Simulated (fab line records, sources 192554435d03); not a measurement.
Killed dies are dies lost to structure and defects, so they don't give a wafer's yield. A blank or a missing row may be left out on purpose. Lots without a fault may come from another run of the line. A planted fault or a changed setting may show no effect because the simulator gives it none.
Chamber matching | flow n5_finfet | N5_BEOL_M5_DEP_56 on pecvd-02: 3 sister chambers
The step deposits SiCN from 3MS/NH3, target thk 8 nm, time 14 s. 3 wafers are shown with their chamber, then 9 later ones without.

WAFERS WITH THEIR CHAMBER
wafer  | chamber | throttle_valve_pct (%)
L088.5 | 0       | 9.1
L087.3 | 2       | 8.6
L087.4 | 1       | 8.8

WAFERS WITHOUT THEIR CHAMBER
wafer  | throttle_valve_pct (%)
L089.4 | 8.5
L089.5 | 8.4
L089.6 | 9.3
L093.1 | 8.4
L093.2 | 9.0
L093.3 | 8.7
L097.1 | 8.8
L097.3 | 8.3
L097.6 | 8.7

WHICH CHAMBER EACH WENT THROUGH
wafer  | from the rows above          | in truth
L089.4 | can't be placed: 2 or 1      | 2
L089.5 | can't be placed: 2 or 1      | 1
L089.6 | can't be placed: 0 or 1      | 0
L093.1 | can't be placed: 2 or 1      | 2
L093.2 | can't be placed: 0 or 1 or 2 | 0
L093.3 | can't be placed: 2 or 1 or 0 | 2
L097.1 | can't be placed: 1 or 2 or 0 | 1
L097.3 | can't be placed: 2 or 1      | 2
L097.6 | can't be placed: 2 or 1 or 0 | 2
Placed correctly: 0 of 9. Can't be placed from these rows: 9 (the true chamber is among the candidates in 9). Placed wrongly: 0.
How it was worked out, from the rows above alone: a wafer's distance from a chamber is the root of the sum, over the readings, of the square of ((its reading less the chamber's mean) divided by the reading's scatter). The wafer belongs to the nearest chamber; if the next one is less than 2 further off, it can't be placed. A chamber's mean is the mean of its shown wafers. The scatter: with one shown wafer a chamber, the root of the mean of the squares of how far each hidden wafer lies from its nearest shown one.
